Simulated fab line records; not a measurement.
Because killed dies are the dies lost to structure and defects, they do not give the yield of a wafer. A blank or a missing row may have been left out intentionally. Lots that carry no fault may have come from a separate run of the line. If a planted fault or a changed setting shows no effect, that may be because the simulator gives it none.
fab line records    flow nand_harc
[record] lots = 14  wafers = 42  last_day = 24
route steps=1159 shown A_CONTACT@953 THIN_TSV@1103 END@1159
lots that met no fault: from a run of the same line without faults
start_h: the number of hours between the record's first day and the start of the first shown wafer of the lot    wait_h: hours from the lot's prior step to this one    " repeats the value in the row above    L1.1+2: one row covering several wafers at once    - value missing, or start not given    * or withheld: withheld    < > ~ a bound
route shown NAME@n: NAME is a module with steps in the file, n the number in the route of the first one    usual: mean/standard deviation taken from wafers without a fault    same: alike in all rows    chamber/n: place in a boat    sites: each site's reading    _std_site: the standard deviation of these    _edge_site: inner sites' mean taken away from outer sites' mean    radius_mm: how far each site lies from the wafer's centre    mask NAME#n: copy n    behind: the tool/chamber that last shaped the wafer    hold: reason for holding the lot/hours on hold/outcome of the hold    device: the transistor (n, p or np) that didn't switch    end of line: tests of these same wafers at the route's end    a step with no rows: only its recipe    killed: at the first sort, the dies lost to defects and structure; wafer yield is something else    map: a wafer's dies, marking killed ones x, the rest . and places with no die _
set.NAME: the setting that was run; set.NAME@STEP: the one run at that earlier step    model.NAME: the simulator's own value behind a step, which no gauge read
the route's steps for a sample of lots (tables are steps, rows are wafers)
services: from which hour (start_h, from the record's first day; less than 0 if before it) a tool's chamber was out of use, for how many hours, and why
[[steps]]
[step NHARC_A_CONTACT_STRIP_108]
[recipe] cf4_flow_sccm = 100  chf3_flow_sccm = 30  ar_flow_sccm = 0  bias_w = 0  chemistry = CF4/CHF3
lot.wafer   tool         chamber  start_h  wait_h
L363.3+2+6  rie_diel-01  0,3,1    386.29   0.1
L362.1+3+5  rie_diel-07  0,1,0    388.08   0.1
L366.2+6+5  rie_diel-07  0,0,1    395.02   0.1
L367.1+4+6  rie_diel-11  0,3,1    414.42   0.2
L368.1+2+6  rie_diel-01  0,3,1    422.40   0.1
L371.4+3+6  rie_diel-11  3,1,3    431.44   0.1
L369.3+1+6  rie_diel-01  0,3,3    438.86   0.1
L370.4+3+6  rie_diel-07  1,3,0    440.20   0.1
L373.3+4+1  rie_diel-07  3,1,2    448.13   0.1
L375.3+2+1  rie_diel-01  1,2,0    451.07   0.1
L377.1+4+5  rie_diel-07  0,1,2    482.37   0.1
L381.2+3+1  rie_diel-07  0,1,2    494.28   0.1
L382.3+1+5  rie_diel-07  2,0,3    495.18   0.1
L384.4+1+5  rie_diel-01  3,1,3    515.38   0.1
[step NHARC_THIN_TSV_THK_MEAS_02]
[recipe] thk_meas_gauge = ir
[usual] thk_nm = 3068/200
lot.wafer  tool           chamber  start_h  wait_h  thk_nm
L363.2     film_metro-02  -        446.74   -       2810
L363.3     "              -        "        "       3099
L363.6     "              -        "        "       3273
L362.1     film_metro-01  -        449.16   -       2966
L362.3     "              -        "        "       3044
L362.5     "              -        "        "       3216
L366.2     film_metro-02  -        450.75   -       3326
L366.5     "              -        "        "       3242
L366.6     "              -        "        "       3069
L367.1     film_metro-02  -        455.21   0.2     3381
L367.4     "              -        "        "       3081
L367.6     "              -        "        "       3372
L368.1     film_metro-01  -        459.91   -       3225
L368.2     "              -        "        "       3174
L368.6     "              -        "        "       3071
L369.1     film_metro-02  -        467.01   -       2936
L369.3     "              -        "        "       2730
L369.6     "              -        "        "       2791
L371.3     film_metro-01  -        468.18   -       2972
L371.4     "              -        "        "       2888
L371.6     "              -        "        "       3075
L370.3     film_metro-02  -        475.92   0.2     2954
L370.4     "              -        "        "       3117
L370.6     "              -        "        "       2777
L373.1     film_metro-02  -        486.58   -       3204
L373.3     "              -        "        "       3352
L373.4     "              -        "        "       3212
L375.1     film_metro-02  -        493.67   0.2     2753
L375.2     "              -        "        "       2880
L375.3     "              -        "        "       2805
L377.1     film_metro-02  -        524.13   -       3522
L377.4     "              -        "        "       3476
L377.5     "              -        "        "       3157
L381.1     film_metro-01  -        525.39   0.2     3372
L381.2     "              -        "        "       2976
L381.3     "              -        "        "       3052
L382.1     film_metro-01  -        531.50   0.2     3196
L382.3     "              -        "        "       3073
L382.5     "              -        "        "       3437
L384.1     film_metro-01  -        552.04   -       3077
L384.4     "              -        "        "       3054
L384.5     "              -        "        "       3300
[step NHARC_THIN_TSV_ETCH_15]
[recipe] target_depth_a = 30000  bosch_target_overetch_cycles = 2  bosch_etch_step_s = 2.8  bosch_dep_step_s = 1.2  bosch_cycles = 14
[usual] drypump_motor_current_A = 5.8/0.55
lot.wafer  tool       chamber  start_h  wait_h  drypump_motor_current_A  rf_hours_counter_h
L363.2     rie_si-04  1        448.61   -       5.6                      1.7
L363.3     "          0        "        "       6.1                      1.6
L363.6     "          2        "        "       4.9                      -
L362.1     rie_si-01  2        451.11   -       5.8                      0.5
L362.3     "          3        "        "       4.9                      0.5
L362.5     "          0        "        "       6.3                      -
L366.2     rie_si-06  1        452.55   -       5.6                      0.6
L366.6     "          3        "        "       6.8                      -
L366.5     "          0        "        "       5.9                      -
L367.1     rie_si-01  3        457.08   -       4.9                      0.6
L367.4     "          0        "        "       6.3                      0.7
L367.6     "          3        "        "       4.9                      -
L368.1     rie_si-06  3        461.67   -       6.8                      0.9
L368.2     "          0        "        "       5.9                      0.9
L368.6     "          3        "        "       6.8                      -
L369.3     rie_si-06  2        469.09   -       6.1                      0.9
L369.1     "          0        "        "       5.9                      1.0
L369.6     "          2        "        "       6.1                      -
L371.4     rie_si-04  1        470.07   -       5.5                      0.1
L371.3     "          3        "        "       5.7                      0.1
L371.6     "          1        "        "       5.5                      -
L370.3     rie_si-04  3        477.80   -       5.7                      0.1
L370.4     "          1        "        "       5.5                      0.2
L370.6     "          0        "        "       6.2                      -
L373.3     rie_si-06  3        488.45   -       6.8                      1.2
L373.4     "          1        "        "       5.6                      1.1
L373.1     "          2        "        "       6.1                      1.1
L375.2     rie_si-06  2        495.56   -       6.1                      1.2
L375.3     "          3        "        "       6.8                      1.2
L375.1     "          0        "        "       5.9                      1.2
L377.4     rie_si-04  3        526.04   -       5.7                      0.5
L377.1     "          0        "        "       6.1                      0.4
L377.5     "          1        "        "       5.5                      -
L381.3     rie_si-01  0        527.45   -       6.3                      1.3
L381.1     "          2        "        "       5.8                      1.3
L381.2     "          3        "        "       4.9                      1.4
L382.3     rie_si-06  3        533.39   -       6.8                      1.6
L382.1     "          0        "        "       5.9                      1.6
L382.5     "          3        "        "       6.8                      -
L384.1     rie_si-04  1        553.79   -       5.5                      0.7
L384.4     "          0        "        "       6.2                      0.7
L384.5     "          1        "        "       5.6                      -
[step NHARC_THIN_TSV_DESCUM_35]
[recipe] time_s = 3  o2_flow_sccm = 200  ar_flow_sccm = 0  bias_power_w = 0  chemistry = O2
[usual] drypump_motor_current_A = 5.8/0.57  oes_product_au = 1.001/0.008  rf_vpp_V = 57.8/0.85  showerhead_plenum_p_Torr = 1.92/0.087  throttle_valve_pct = 11.311/0.0087
lot.wafer  tool         chamber  start_h  wait_h  drypump_motor_current_A  oes_product_au  rf_hours_counter_h  rf_vpp_V  showerhead_plenum_p_Torr  throttle_valve_pct
L363.2     rie_diel-05  2        454.02   -       6.5                      1.005           7                   55.3      1.88                      11.312
L363.3     "            1        "        "       5.1                      1.006           6                   56.2      1.81                      11.311
L363.6     "            3        "        "       6.1                      1.008           -                   57.7      1.98                      11.305
L362.1     rie_diel-09  3        456.46   -       6.7                      1.006           1                   56.9      2.02                      11.315
L362.3     "            2        "        "       4.9                      1.000           2                   57.9      1.83                      11.306
L362.5     "            0        "        "       5.4                      1.002           -                   57.5      2.01                      11.302
L366.2     rie_diel-05  2        458.08   -       6.5                      0.996           8                   58.0      1.88                      11.299
L366.6     "            2        "        "       6.5                      0.998           -                   58.1      1.88                      11.298
L366.5     "            3        "        "       6.1                      0.993           -                   58.2      1.98                      11.316
L367.4     rie_diel-09  0        462.54   -       5.4                      0.988           2                   58.1      2.01                      11.315
L367.1     "            1        "        "       5.6                      1.005           2                   57.9      1.82                      11.304
L367.6     "            0        "        "       5.4                      1.002           -                   58.3      2.01                      11.297
L368.2     rie_diel-13  2        466.93   -       5.5                      1.011           0                   57.9      1.97                      11.313
L368.1     "            0        "        "       6.1                      1.002           0                   57.2      1.84                      11.309
L368.6     "            1        "        "       5.1                      1.000           -                   59.0      2.01                      11.298
L369.3     rie_diel-09  3        474.65   -       6.7                      1.002           3                   58.9      2.02                      11.312
L369.1     "            1        "        "       5.6                      1.003           3                   57.3      1.82                      11.321
L369.6     "            0        "        "       5.4                      1.001           -                   57.9      2.01                      11.304
L371.3     rie_diel-13  2        475.32   -       5.5                      1.011           1                   58.0      1.97                      11.330
L371.4     "            1        "        "       5.1                      0.997           -                   58.1      2.01                      11.302
L371.6     "            2        "        "       5.5                      0.997           -                   57.8      1.97                      11.301
L370.4     rie_diel-05  2        483.20   -       6.5                      1.004           9                   58.1      1.87                      11.307
L370.3     "            3        "        "       6.1                      1.000           8                   58.2      1.98                      11.316
L370.6     "            1        "        "       5.1                      1.010           -                   56.5      1.81                      11.318
L373.1     rie_diel-13  0        493.76   -       6.1                      1.002           4                   57.4      1.84                      11.313
L373.3     "            1        "        "       5.1                      0.999           4                   58.7      2.01                      11.315
L373.4     "            3        "        "       5.5                      0.997           1                   58.1      2.03                      11.307
L375.3     rie_diel-09  2        501.20   -       4.9                      1.002           3                   57.9      1.83                      11.310
L375.2     "            3        "        "       6.7                      1.002           5                   58.5      2.02                      11.322
L375.1     "            0        "        "       5.4                      1.001           5                   59.0      2.01                      11.313
L377.1     rie_diel-05  0        531.29   -       6.4                      1.008           1                   57.0      1.81                      11.297
L377.4     "            1        "        "       5.1                      1.015           1                   57.8      1.81                      11.307
L377.5     "            2        "        "       6.5                      1.012           -                   58.8      1.87                      11.301
L381.1     rie_diel-13  3        532.75   -       5.5                      0.994           6                   58.2      2.03                      11.301
L381.2     "            0        "        "       6.1                      1.003           9                   57.5      1.84                      11.326
L381.3     "            1        "        "       5.1                      1.004           9                   58.4      2.01                      11.310
L382.1     rie_diel-13  0        538.66   -       6.1                      0.997           10                  58.8      1.84                      11.302
L382.3     "            1        "        "       5.1                      0.984           9                   58.2      2.01                      11.304
L382.5     "            1        "        "       5.1                      0.988           -                   59.0      2.01                      11.328
L384.4     rie_diel-13  3        559.28   -       5.5                      0.993           9                   58.1      2.03                      11.301
L384.1     "            0        "        "       6.1                      0.997           12                  58.8      1.84                      11.313
L384.5     "            0        "        "       6.1                      0.997           -                   57.1      1.84                      11.322
[step NHARC_END_SORT_01]
[recipe] temp_c = 25
[usual] killed_at_array = 28/11  killed_at_other = 0.8/1.3  killed_at_periphery = 3.6/2.5  killed_dies = 32/11  killed_open = 3.0/1.8  killed_short = 2.0/1.5
[same] gross_dies = 677
lot.wafer  tool       chamber  start_h  wait_h  killed_at_array  killed_at_other  killed_at_periphery  killed_dies  killed_open  killed_short
L381.1     prober-02  0        547.74   2.5     97               2                6                    105          3            5
L381.2     prober-02  0        548.55   2.8     129              4                5                    138          2            4
L381.3     prober-02  0        549.35   3.1     125              3                6                    134          5            1
L382.1     prober-01  0        547.87   2.5     121              0                3                    124          2            2
L382.3     prober-01  0        549.47   3.1     100              1                1                    102          1            2
L382.5     prober-01  0        551.07   3.7     108              2                1                    111          0            2
// killed by level:class
L381.1 A_CONTACT:unspecified=59 A_SLIT:chamber_film_flake=14 A_CHANNEL_HOLE_D1:chamber_film_flake=12 P_GATE:chamber_film_flake=3 A_CONTACT:chamber_film_flake=3 P_CONTACT:geometric_particle:short=2 A_M0:geometric_particle:short=2 A_ZERO_WELL:chamber_film_flake=2
L382.1 A_CONTACT:unspecified=100 A_SLIT:chamber_film_flake=12 A_STAIRCASE:chamber_film_flake=3 A_CONTACT:chamber_film_flake=3 P_GATE:chamber_film_flake=2 P_M2:geometric_particle:open=1 A_SGD_CUT:geometric_particle:short=1 A_WL_FILL:geometric_particle:open=1
L381.2 A_CONTACT:unspecified=99 A_CHANNEL_HOLE_D1:chamber_film_flake=11 A_SLIT:chamber_film_flake=9 THIN_TSV:chamber_film_flake=4 P_GATE:chamber_film_flake=3 A_STAIRCASE:chamber_film_flake=3 A_CHANNEL_FILL_D1:geometric_particle:short=2 P_M0:geometric_particle:open=1
L381.3 A_CONTACT:unspecified=81 A_SLIT:chamber_film_flake=20 A_CHANNEL_HOLE_D1:chamber_film_flake=13 P_GATE:chamber_film_flake=4 A_WL_FILL:chamber_film_flake=3 THIN_TSV:chamber_film_flake=3 A_CONTACT:geometric_particle:open=2 A_STAIRCASE:chamber_film_flake=2
L382.3 A_CONTACT:unspecified=67 A_SLIT:chamber_film_flake=20 A_CHANNEL_HOLE_D1:chamber_film_flake=8 A_CHANNEL_FILL_D1:geometric_particle:short=1 A_WL_FILL:geometric_particle:short=1 A_M0:geometric_particle:open=1 P_GATE:chamber_film_flake=1 A_STAIRCASE:chamber_film_flake=1
L382.5 A_CONTACT:unspecified=72 A_SLIT:chamber_film_flake=16 A_CHANNEL_HOLE_D1:chamber_film_flake=11 A_CONTACT:chamber_film_flake=5 THIN_TSV:chamber_film_flake=2 A_WL_FILL:geometric_particle:short=1 A_M0:geometric_particle:short=1 P_GATE:chamber_film_flake=1
[[services]]
tool         chamber  start_h  hours  kind
rie_si-01    -        362.82   9.0    pm
rie_diel-09  2        363.04   7.2    repair
rie_diel-07  2        365.86   2.6    repair
rie_si-04    0        368.84   8.3    repair
rie_si-04    1        397.80   0.9    repair
rie_diel-01  -        405.05   9.7    repair
rie_diel-07  -        405.20   9.0    pm
rie_diel-09  3        428.29   8.4    repair
rie_diel-09  -        431.13   9.0    pm
rie_diel-01  1        438.10   3.6    repair
rie_diel-13  -        453.00   9.0    pm
rie_si-04    -        453.00   9.0    pm
rie_diel-07  1        456.38   4.5    repair
rie_diel-09  2        467.11   20.8   repair
rie_diel-01  -        491.99   9.0    pm
rie_si-04    0        497.49   6.4    repair
rie_si-01    0        500.02   8.2    repair
rie_diel-05  -        517.60   9.0    pm
rie_si-01    1        521.98   4.4    repair
rie_si-01    1        527.44   2.7    repair
rie_diel-13  3        536.92   2.9    repair
rie_si-06    -        537.00   9.0    pm
rie_diel-01  3        537.22   10.0   repair
rie_diel-01  2        540.35   4.2    repair
[[key]]
[first_sign] step = NHARC_END_SORT_01  reading = killed_at_array  direction = up  sigmas = 8.1  usual = 28  struck = 113
[effect] step = NHARC_END_SORT_01  reading = killed_dies  direction = up  sigmas = 7.8  usual = 32  struck = 119
[more_kills_born_at] NHARC_A_CONTACT_STRIP_108@rie_diel-07 = 478
met_at NHARC_A_CONTACT_STRIP_108
struck_lots L381,L382
tester_left_out L381,L382
not_acting_at NHARC_THIN_TSV_THK_MEAS_02,NHARC_THIN_TSV_ETCH_15,NHARC_THIN_TSV_DESCUM_35
onset_between 482.37 494.28
[fault] kind = chamber_particle_source  tool = rie_diel-07  chamber = -  onset_h = 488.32  steps = NHARC_A_CONTACT_STRIP_108  rate_per_visit_cm2 = 1.8636  end_h = 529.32
// tester_left_out: of these lots the tester's yield and bins aren't shown, on N5 and GAA mostly nor the transistor test; their killed dies are dies lost to structure and defects alone, not to doping, threshold or leakage, so they don't give the yield
